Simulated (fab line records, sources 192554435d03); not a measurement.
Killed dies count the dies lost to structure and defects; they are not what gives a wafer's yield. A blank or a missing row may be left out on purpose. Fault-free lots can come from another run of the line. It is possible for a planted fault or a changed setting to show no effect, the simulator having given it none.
fab line records | flow n5Finfet
record lots=4 wafers=12 lastDay=16
route steps=1938 shown BEOL_M10@1525 BEOL_M11@1536
lots with no fault: from the same line, run without faults
startH: start of the lot's first displayed wafer, in hours after the record's first day | waitH: how many hours have passed since the lot's step before this one | " the same as in the row above | L1.1+2: one row covering several wafers at once | - no value, or no start given | * or withheld: withheld | < > ~ a bound
route shown NAME@n: a module of which the file shows steps, and the number in the route of the first | usual: the fault-free wafers' mean and standard deviation | same: alike in all rows | chamber/n: place in a boat | sites: the reading at each site | _std_site: standard deviation across them | _edge_site: mean of outer sites minus mean of inner sites | radiusMm: how far each site lies from the wafer's centre | mask NAME#n: copy n | behind: tool/chamber where the wafer was last shaped | hold: reason for holding the lot/hours on hold/outcome of the hold | device: the n, p or np transistor that did not switch | end of line: the same wafers' tests at the end of the route | for a step that has no rows: nothing shown but its recipe | killed: the dies lost at the first sort to structure and to defects; this is not the yield of the wafer | map: a wafer's dies, marking killed ones x, the rest . and places with no die _
set.NAME: setting as actually run; set.NAME@STEP: the setting as run at that earlier step | model.NAME: the simulator's own value behind a step, which no gauge read
lots at selected steps of the route; one table per step, one row per wafer
services: when a tool's chamber went out of use (startH, in hours from the record's first day, below 0 if earlier), for how many hours, and the reason
## steps
# step N5_BEOL_M10_SURFACE_TREAT_76
# recipe gas=Ar timeS=* ionEnergyEv=* ionCurrentMaCm2=0.5 pressureMtorr=* arFlowSccm=30
# step N5_BEOL_M10_CVD_75
# recipe material=Co targetThkA=20 tempC=withheld precursor=CCTBA/H2 pressureTorr=30 timeS=138.9
# step N5_BEOL_M10_SPUTTER_48
# recipe material=Cu targetThkA=120 tempC=-20 biasV=60 powerW=26000 chamberPressurePa=0.13 timeS=2
# step N5_BEOL_M10_ECD_50
# recipe material=Cu targetThkA=3180
# step N5_BEOL_M10_ANNEAL_51
# recipe tempC=225 timeS=90 ambient=N2
# step N5_BEOL_M10_CMP_52
# recipe stopOn=SiCOH_lowk tOverpolishS=7 downForcePsi=1 platenRpm=50 clearingPlatenDownForcePsi=1.5 clearingPlatenRpm=50 postCmpClean=cuAlkaline targetThkNm=140 clearingPlatenPadVelocityMS=0.99484 padVelocityMS=0.99484
# step N5_BEOL_M10_PRE_CLEAN_55
# recipe gas=NH3 timeS=15 tempC=withheld rfPowerW=300
# step N5_BEOL_M10_DEP_56
# recipe material=SiCN targetThkA=150 tempC=withheld precursor=3MS/NH3 pressureTorr=3 rfW=202 timeS=26.5
# step N5_BEOL_M11_ILD_DEP_00
# recipe material=SiCOH_lowk targetThkA=3085.1 tempC=300 precursor=DEMS/porogen pressureTorr=5 rfW=500 timeS=58
# step N5_BEOL_M11_CURE_71
# recipe tempC=385 timeS=240 ambient=He/Ar material=SiCOH_lowk
# usual lampPowerPct=52.31/0.058 runLengthS=286.1/1.2 wafer_temp_C_max=386.8/0.71
# columns lot.wafer tool chamber startH waitH lampPowerPct runLengthS wafer_temp_C_max model.SiCOH_lowk_of_BEOL_M11_ILD_DEP_00.thkNm
L284.1 uvCure-01 0 268.76 0.1 52.24 285.6 386.2 264
L284.3 " 0 " " 52.38 285.5 386.2 263
L284.4 " 0 " " 52.25 285.6 386.4 267
L285.1 uvCure-03 1 274.32 0.0 - - - 302
L285.4 " 1 " " - - - 306.6
L285.5 " 1 " " - - - 311.2
L288.1 uvCure-01 0 284.01 0.0 - - - 304
L288.4 " 0 " " - - - 311
L288.5 " 0 " " - - - 310.6
L298.2 uvCure-02 2 337.36 0.1 52.27 285.9 387.6 263.2
L298.4 " 2 " " 52.23 285.6 386.9 268.8
L298.5 " 2 " " 52.34 285.8 386.5 270.6
# step N5_BEOL_M11_THK_MEAS_01
# recipe reads=SiCOH_lowk_of_BEOL_M11_ILD_DEP_00
# usual M11_ILD_THK=267/3.2
# columns lot.wafer tool chamber startH waitH M11_ILD_THK[nm]
L284.1 filmMetro-02 - 269.27 0.4 264
L284.3 " - " " 263
L284.4 " - " " 267
L285.1 filmMetro-02 - 274.83 0.4 302
L285.4 " - " " 307
L285.5 " - " " 311
L288.1 filmMetro-02 - 284.52 0.4 304
L288.4 " - " " 311
L288.5 " - " " 311
L298.2 filmMetro-01 - 337.79 0.4 263
L298.4 " - " " 269
L298.5 " - " " 271
# step N5_BEOL_M11_PECVD_70
# recipe material=SiO2 targetThkA=200 tempC=400 precursor=TEOS/O2 pressureTorr=5.5 rfW=450 teosFlowSccm=53.8 gas=O2 flowSccm=3000 timeS=22.7
# step N5_BEOL_M11_HM_DEP_02
# recipe material=TiN targetThkA=200 tempC=25 chamberPressurePa=0.49996
# step N5_BEOL_M11_COAT_59
# recipe resist=SOC tempC=250 timeS=60 spinRpm=1500 resistThkNm=100
# step N5_BEOL_M11_COAT_60
# recipe resist=SiARC tempC=220 timeS=60 spinRpm=1500 resistThkNm=30
# step N5_BEOL_M11_COAT_05
# recipe resist=CAR-ArF spinRpm=1500 resistThkNm=90
# step N5_BEOL_M11_EBR_07
# recipe solvent=PGMEA ebrWidthMm=1.5
# step N5_BEOL_M11_SOFTBAKE_06
# recipe tempC=110 timeS=60 resist=CAR-ArF
# step N5_BEOL_M11_EXPOSE_08
# recipe maskId=M11 na=1.35 sourceShape=dipole sigmaInner=0.411 sigmaOuter=0.611 polarization=te doseMj=53.75
# step N5_BEOL_M11_PEB_09
# recipe pebTempC=withheld pebTimeS=60 resist=CAR-ArF
# step N5_BEOL_M11_DEVELOP_10
# recipe developTimeS=30 developer=TMAH resist=CAR-ArF rinseLiquid=diw dry=airSpin devTempC=23
# step N5_BEOL_M11_DESCUM_16
# recipe chemistry=O2 timeS=7.9 sourcePowerW=50 biasPowerW=20 pressureMtorr=20 rfFrequencyHz=2.712e+07 tempC=40 resist=CAR-ArF o2FlowSccm=225
# step N5_BEOL_M11_ETCH_61
# recipe chemistry=CF4 target=SiARC targetDepthA=390 maskMaterial=CAR-ArF timeS=65 ionEnergyEv=80 pressureMtorr=40 sourceW=545 biasW=36 Ar_flow_sccm=100 cf4FlowSccm=100 ends=cleared
# step N5_BEOL_M11_ETCH_62
# recipe chemistry=N2/H2 target=SOC targetDepthA=1100 overetchA=220 maskMaterial=SiARC tempC=40 timeS=165 ionEnergyEv=200 pressureMtorr=30 sourceW=840 biasW=150 n2FlowSccm=200 h2FlowSccm=200
# step N5_BEOL_M11_STRIP_68
# recipe chemistry=N2/H2 tempC=40 n2FlowSccm=200 h2FlowSccm=200 rfFrequencyHz=6e+07
# step N5_BEOL_M11_STRIP_67
# recipe chemistry=CF4 resist=SiARC powerW=300 biasPowerW=75 pressureMtorr=50 cf4FlowSccm=150 rfFrequencyHz=6e+07
# step N5_BEOL_M11_HM_OPEN_17
# recipe chemistry=Cl2/BCl3 targetDepthA=200 overetchA=60 target=TiN maskMaterial=SOC ionEnergyEv=150 pressureMtorr=10 icpW=1000 biasW=126 Cl2_flow_sccm=53.25 bcl3FlowSccm=21.75 Ar_flow_sccm=25
# step N5_BEOL_M11_STRIP_19
# recipe chemistry=O2 powerW=400 tempC=40 pressureMtorr=30 rfFrequencyHz=6e+07 biasPowerW=0 overashFraction=0.2 o2FlowSccm=225
# step N5_BEOL_M11_COAT_63
# recipe resist=SOC tempC=250 timeS=60 spinRpm=1500 resistThkNm=100
# step N5_BEOL_M11_COAT_64
# recipe resist=SiARC tempC=220 timeS=60 spinRpm=1500 resistThkNm=30
# step N5_BEOL_M11_COAT_22
# recipe resist=CAR-ArF spinRpm=1500 resistThkNm=90
# step N5_BEOL_M11_EBR_24
# recipe solvent=PGMEA ebrWidthMm=1.5
# step N5_BEOL_M11_SOFTBAKE_23
# recipe tempC=110 timeS=60 resist=CAR-ArF
# step N5_BEOL_M11_EXPOSE_25
# recipe maskId=V10 na=1.35 sourceShape=annular sigmaInner=0.5 sigmaOuter=0.8 polarization=unpolarized doseMj=85.5
# step N5_BEOL_M11_PEB_26
# recipe pebTempC=withheld pebTimeS=60 resist=CAR-ArF
# step N5_BEOL_M11_CMP_52
# recipe stopOn=SiCOH_lowk tOverpolishS=7 downForcePsi=1 platenRpm=50 clearingPlatenDownForcePsi=1.5 clearingPlatenRpm=50 postCmpClean=cuAlkaline targetThkNm=140 clearingPlatenPadVelocityMS=0.99484 padVelocityMS=0.99484
# usual headPressurePsi=0.9999/0.0022 motorCurrentA=6.0/0.65
# columns lot.wafer tool chamber startH waitH headPressurePsi motorCurrentA model.SiCOH_lowk_of_BEOL_M11_ILD_DEP_00.thkNm
L284.3 cmp-01 3 276.98 0.2 1.0014 5.1 260
L284.1 " 1 " " 1.0012 7.0 261
L284.4 " 2 " " 1.0000 6.3 264
L285.1 cmp-01 0 282.44 0.3 1.0028 6.4 299
L285.4 " 1 " " 0.9995 6.7 303.6
L285.5 " 0 " " 1.0014 6.4 308.2
L288.4 cmp-01 3 289.95 0.2 0.9981 5.3 308
L288.1 " 0 " " 1.0033 6.4 301
L288.5 " 1 " " 0.9989 6.8 307.6
L298.2 cmp-03 0 343.41 0.2 0.9995 5.5 260.2
L298.4 " 1 " " 1.0012 5.8 265.8
L298.5 " 1 " " 1.0042 5.9 267.6
## services
# columns tool chamber startH hours kind
uvCure-03 - 262.03 1.3 repair
uvCure-02 - 293.64 2.8 pm
cmp-03 - 302.53 1.6 repair
cmp-01 - 308.32 0.7 repair
cmp-03 - 312.25 4.0 pm
cmp-03 - 316.25 - consumableReplace:conditioner
cmp-03 - 316.25 - consumableReplace:pad
uvCure-03 - 324.96 13.2 repair
## key
firstSign step=N5_BEOL_M11_CURE_71 reading=toolRecord direction=missing
effect step=N5_BEOL_M11_THK_MEAS_01 reading=M11_ILD_THK direction=up sigmas=13 usual=267 struck=308
modelEffect step=N5_BEOL_M11_CURE_71 value=SiCOH_lowk_of_BEOL_M11_ILD_DEP_00.thkNm without=267.1 struck=307.6
modelEffect step=N5_BEOL_M11_CMP_52 value=SiCOH_lowk_of_BEOL_M11_ILD_DEP_00.thkNm without=264.1 struck=304.6
metAt N5_BEOL_M11_CURE_71
struckWafers L285.1,L285.4,L285.5,L288.1,L288.4,L288.5
onsetBetween 268.76 274.32
fault kind=skippedStepWhole tool=uvCure-01,uvCure-03 chamber=- onsetH=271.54 steps=N5_BEOL_M11_CURE_71 scope=struckLotsOnly
